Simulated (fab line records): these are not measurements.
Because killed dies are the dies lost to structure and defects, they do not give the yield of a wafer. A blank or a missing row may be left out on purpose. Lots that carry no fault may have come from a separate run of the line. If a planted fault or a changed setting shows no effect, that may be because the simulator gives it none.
Which tool did it?    flow nand_harc    24 lots, 72 wafers sampled, at 6 steps of a route of 1302

WHAT THE GAUGES READ, wafer by wafer
NHARC_P_M1_THK_MEAS_24: measures by xrf.
lot   measured      on             thk_nm (nm)
L074  day 6 12:31   film_metro-01  155.3 159.1 156.5
L075  day 6 15:39   film_metro-02  155.4 159.7 157.8
L076  day 7 03:23   film_metro-02  157.0 161.4 156.4
L077  day 7 14:43   film_metro-01  158.4 159.5 157.8
L078  day 8 02:38   film_metro-02  156.3 159.2 159.9
L079  day 8 07:56   film_metro-01  157.6 161.1 160.0
L080  day 9 01:16   film_metro-01  157.6 158.4 159.7
L081  day 9 11:02   film_metro-02  157.4 161.2 159.6
L082  day 9 16:43   film_metro-01  160.8 158.4 157.7
L083  day 10 10:32  film_metro-02  157.9 156.7 156.1
L084  day 10 14:52  film_metro-02  157.3 160.2 155.8
L085  day 10 18:31  film_metro-01  157.7 158.8 159.5
L086  day 11 05:47  film_metro-02  159.2 161.0 157.4
L087  day 11 17:19  film_metro-01  156.3 160.0 159.2
L089  day 12 11:59  film_metro-02  160.7 160.1 159.1
L088  day 12 14:22  film_metro-02  157.2 158.4 159.4
L090  day 13 07:48  film_metro-02  159.3 162.2 157.1
L091  day 13 10:06  film_metro-02  162.4 155.5 158.1
L092  day 13 20:11  film_metro-01  158.9 155.6 158.3
L093  day 14 05:38  film_metro-02  157.3 156.9 157.5
L094  day 14 21:05  film_metro-01  159.0 157.4 163.0
L095  day 15 00:47  film_metro-01  156.5 158.9 159.0
L096  day 15 14:10  film_metro-02  159.3 158.5 157.0
L097  day 16 00:15  film_metro-01  159.0 155.9 157.1

NHARC_P_BONDPAD_THK_MEAS_33: measures by ellipsometry.
lot   measured      on             thk_nm (nm)
L074  day 6 18:00   film_metro-01  200.0 197.4 198.0
L075  day 6 21:10   film_metro-02  200.3 201.8 198.7
L076  day 7 09:02   film_metro-01  198.6 199.6 200.7
L077  day 7 20:25   film_metro-01  201.3 200.9 200.3
L078  day 8 08:19   film_metro-01  198.9 200.6 200.7
L079  day 8 13:20   film_metro-02  199.5 200.0 200.7
L080  day 9 06:52   film_metro-02  200.4 199.3 202.7
L081  day 9 18:07   film_metro-01  200.3 199.2 200.2
L082  day 9 22:40   film_metro-01  199.0 200.1 203.3
L083  day 10 16:01  film_metro-01  201.8 199.4 200.3
L084  day 10 20:14  film_metro-02  201.2 200.8 200.7
L085  day 11 00:02  film_metro-02  199.9 203.0 198.2
L086  day 11 11:32  film_metro-01  196.4 202.1 200.4
L087  day 11 22:50  film_metro-01  200.1 199.7 199.7
L089  day 12 17:31  film_metro-02  201.2 199.1 196.6
L088  day 12 19:56  film_metro-01  200.7 201.5 196.5
L090  day 13 13:20  film_metro-01  199.1 199.2 198.5
L091  day 13 15:40  film_metro-02  198.9 202.6 200.5
L092  day 14 01:43  film_metro-02  200.0 198.5 197.0
L093  day 14 11:22  film_metro-02  198.8 201.8 197.9
L094  day 15 02:29  film_metro-01  200.8 198.9 197.3
L095  day 15 06:17  film_metro-02  199.8 201.9 200.1
L096  day 15 19:36  film_metro-02  200.6 201.4 204.4
L097  day 16 06:05  film_metro-02  199.8 199.9 199.1

NHARC_P_BONDPAD_OVL_MEAS_38.
lot   measured      on          overlay_x_nm (nm)  overlay_y_nm (nm)
L074  day 6 18:40   overlay-02  4 3 4              2 1 1
L075  day 6 21:49   overlay-01  -1 0 0             8 8 8
L076  day 7 09:41   overlay-01  2 2 2              -13 -13 -13
L077  day 7 21:05   overlay-01  3 2 2              0 0 0
L078  day 8 08:50   overlay-01  -6 -6 -6           2 3 1
L079  day 8 14:00   overlay-02  0 0 0              -2 -2 -2
L080  day 9 07:23   overlay-02  6 6 5              7 7 7
L081  day 9 18:39   overlay-01  -3 -2 -3           -5 -5 -4
L082  day 9 23:11   overlay-01  -3 -3 -3           1 0 1
L083  day 10 16:41  overlay-02  -7 -7 -7           -4 -4 -4
L084  day 10 20:46  overlay-01  -3 -4 -3           -1 -1 -1
L085  day 11 00:34  overlay-02  3 3 2              -6 -7 -6
L086  day 11 12:05  overlay-01  3 3 3              10 9 9
L087  day 11 23:22  overlay-02  7 8 8              -7 -7 -8
L089  day 12 18:03  overlay-02  -2 -2 -2           0 -1 -1
L088  day 12 20:35  overlay-02  3 3 2              2 2 3
L090  day 13 13:59  overlay-01  -1 0 -1            1 1 2
L091  day 13 16:20  overlay-01  3 3 3              5 4 4
L092  day 14 02:22  overlay-01  -4 -3 -4           2 2 3
L093  day 14 11:54  overlay-01  -1 -1 -1           -10 -10 -10
L094  day 15 03:01  overlay-01  -2 -3 -2           3 4 3
L095  day 15 06:57  overlay-02  -1 -1 -1           6 6 6
L096  day 15 20:16  overlay-01  -9 -9 -10          -8 -8 -8
L097  day 16 06:44  overlay-02  -4 -4 -4           4 4 4

NHARC_P_BONDPAD_CD_MEAS_13.
lot   measured      on         cd_nm (nm)
L074  day 6 19:05   cd_sem-01  497 497 496
L075  day 6 22:15   cd_sem-03  501 498 495
L076  day 7 10:07   cd_sem-02  495 501 501
L077  day 7 21:31   cd_sem-01  499 502 503
L078  day 8 09:17   cd_sem-02  497 501 504
L079  day 8 14:26   cd_sem-03  498 507 503
L080  day 9 07:50   cd_sem-02  497 499 504
L081  day 9 19:06   cd_sem-03  508 504 501
L082  day 9 23:41   cd_sem-01  502 506 507
L083  day 10 17:08  cd_sem-02  497 498 500
L084  day 10 21:12  cd_sem-03  497 498 497
L085  day 11 01:01  cd_sem-03  490 495 499
L086  day 11 12:31  cd_sem-03  497 498 499
L087  day 11 23:49  cd_sem-03  502 503 500
L089  day 12 18:29  cd_sem-01  499 497 491
L088  day 12 21:01  cd_sem-03  500 498 498
L090  day 13 14:26  cd_sem-03  498 491 497
L091  day 13 16:46  cd_sem-01  499 499 497
L092  day 14 02:49  cd_sem-01  495 499 496
L093  day 14 12:20  cd_sem-03  501 497 504
L094  day 15 03:27  cd_sem-03  498 498 501
L095  day 15 07:23  cd_sem-02  499 502 502
L096  day 15 20:42  cd_sem-01  498 501 499
L097  day 16 07:11  cd_sem-02  498 495 498

WHICH TOOL RAN EACH LOT (tool, then ch and the chambers of the sampled wafers, then the start)
lot   NHARC_P_M1_DEP_33                NHARC_P_M2_ETCH_35
L074  pecvd-04 ch 1,2, day 6 12:49     rie_diel-04 ch 1,2,3, day 6 14:19
L075  pecvd-04 ch 0,1,2, day 6 15:58   rie_diel-04 ch 0,2, day 6 17:28
L076  pecvd-01 ch 0,2, day 7 03:44     rie_diel-10 ch 0,2, day 7 05:06
L077  pecvd-04 ch 0,2, day 7 15:02     rie_diel-10 ch 0,3, day 7 16:33
L078  pecvd-03 ch 0,1,2, day 8 03:05   rie_diel-08 ch 2,3, day 8 04:29
L079  pecvd-01 ch 0,2, day 8 08:19     rie_diel-08 ch 1,3, day 8 09:38
L080  pecvd-04 ch 0,1,2, day 9 01:37   rie_diel-04 ch 0,2,3, day 9 03:07
L081  pecvd-03 ch 1,2, day 9 11:20     rie_diel-10 ch 0,1, day 9 12:51
L082  pecvd-01 ch 0,2, day 9 17:01     rie_diel-08 ch 1,2, day 9 18:32
L083  pecvd-01 ch 0,1,2, day 10 10:50  rie_diel-04 ch 2,3, day 10 12:17
L084  pecvd-01 ch 0,1,2, day 10 15:10  rie_diel-08 ch 0,1,2, day 10 16:32
L085  pecvd-04 ch 0,2, day 10 18:52    rie_diel-04 ch 0,2, day 10 20:20
L086  pecvd-01 ch 0,1,2, day 11 06:08  rie_diel-08 ch 1,3, day 11 07:37
L087  pecvd-03 ch 0,1,2, day 11 17:37  rie_diel-08 ch 1,2,3, day 11 19:08
L089  pecvd-03 ch 0,2, day 12 12:20    rie_diel-08 ch 1,2, day 12 13:49
L088  pecvd-01 ch 0,1, day 12 14:43    rie_diel-10 ch 1,2,3, day 12 16:14
L090  pecvd-03 ch 0,1,2, day 13 08:06  rie_diel-10 ch 0,1,2, day 13 09:37
L091  pecvd-04 ch 0,2, day 13 10:25    rie_diel-04 ch 1,2,3, day 13 11:56
L092  pecvd-04 ch 0,2, day 13 20:32    rie_diel-08 ch 0,1,3, day 13 22:01
L093  pecvd-04 ch 0,1,2, day 14 05:59  rie_diel-08 ch 0,3, day 14 07:20
L094  pecvd-04 ch 0,2, day 14 21:23    rie_diel-08 ch 0,3, day 14 22:46
L095  pecvd-03 ch 0,1,2, day 15 01:05  rie_diel-10 ch 1,3, day 15 02:35
L096  pecvd-03 ch 0,1,2, day 15 14:36  rie_diel-08 ch 0,1, day 15 15:52
L097  pecvd-01 ch 0,1,2, day 16 00:35  rie_diel-08 ch 0,1,2, day 16 02:05
- NHARC_P_M1_DEP_33: deposits SiCN, target thk 30 nm.
- NHARC_P_M2_ETCH_35: etches the open film in N2/H2, target depth 40 nm, overetch 12 nm, time 43.94 s.

WHAT THE TOOLS THEMSELVES READ (means of the sampled wafers that have a number; where no wafer has one, the mark that the record gives instead)
NHARC_P_M1_DEP_33.
lot   tool      heater_power_w (W)
L074  pecvd-04  680
L075  pecvd-04  656
L076  pecvd-01  533
L077  pecvd-04  587
L078  pecvd-03  604
L079  pecvd-01  546
L080  pecvd-04  629
L081  pecvd-03  592
L082  pecvd-01  508
L083  pecvd-01  510
L084  pecvd-01  553
L085  pecvd-04  661
L086  pecvd-01  556
L087  pecvd-03  614
L089  pecvd-03  642
L088  pecvd-01  508
L090  pecvd-03  615
L091  pecvd-04  609
L092  pecvd-04  652
L093  pecvd-04  645
L094  pecvd-04  621
L095  pecvd-03  603
L096  pecvd-03  651
L097  pecvd-01  506

NHARC_P_M2_ETCH_35.
lot   tool         drypump_motor_current_A (A)  oes_product_au (a.u.)  rf_vpp_V (V)  showerhead_plenum_p_Torr (Torr)  throttle_valve_pct (%)
L074  rie_diel-04  5.5                          0.996                  431.6         2.05                             14.184
L075  rie_diel-04  5.4                          0.997                  428.5         1.99                             14.177
L076  rie_diel-10  5.4                          0.983                  430.6         2.04                             14.170
L077  rie_diel-10  6.0                          1.012                  431.7         2.08                             14.164
L078  rie_diel-08  5.7                          0.997                  429.0         1.96                             14.177
L079  rie_diel-08  5.8                          0.981                  428.8         2.00                             14.176
L080  rie_diel-04  5.4                          0.998                  430.3         2.01                             14.173
L081  rie_diel-10  5.8                          0.997                  428.0         1.97                             14.168
L082  rie_diel-08  6.1                          0.987                  427.5         1.95                             14.170
L083  rie_diel-04  5.1                          0.990                  429.0         1.98                             14.175
L084  rie_diel-08  6.0                          0.978                  428.2         1.97                             14.181
L085  rie_diel-04  5.4                          1.010                  429.2         1.99                             14.173
L086  rie_diel-08  5.8                          0.988                  428.1         2.00                             14.175
L087  rie_diel-08  5.9                          0.984                  428.2         1.97                             14.176
L089  rie_diel-08  6.0                          0.985                  428.1         1.98                             14.172
L088  rie_diel-10  5.7                          1.013                  429.0         2.01                             14.177
L090  rie_diel-10  5.6                          1.006                  429.6         2.00                             14.178
L091  rie_diel-04  5.6                          1.005                  430.6         2.05                             14.163
L092  rie_diel-08  5.8                          0.988                  429.4         1.99                             14.171
L093  rie_diel-08  5.7                          0.996                  428.9         1.98                             14.177
L094  rie_diel-08  5.6                          0.994                  428.1         1.98                             14.168
L095  rie_diel-10  6.1                          1.010                  429.7         2.03                             14.172
L096  rie_diel-08  5.9                          0.994                  428.3         1.98                             14.167
L097  rie_diel-08  6.0                          0.989                  428.5         1.97                             14.172

THE ANSWER, worked out from the rows above alone
Rule: usual is defined by the lots themselves. The widest of any qualifying gaps counts: lots, ordered by their means at a reading, are off when they make up no more than a third of the lots, leave a main group of 4 or more, and stand apart from it by 3 or more times the standard deviation of that group's means. If all means in a main group match to the digits the tables above print for the reading, that group is not used. A lot without any number at a reading at which 4 lots or more have one is off too. All remaining lots with rows at the step are treated as sound. The gauges are gone through in route order, then the tools' own readings, and for those a lot's mean is taken as printed above. The first step at which some lot is off is used, and at that step the reading that is off furthest; a lot without a number counts as furthest.
Across all readings shown, no lot is off: no conclusion can be drawn from this.

WHAT WAS PUT IN BY THE SIMULATOR
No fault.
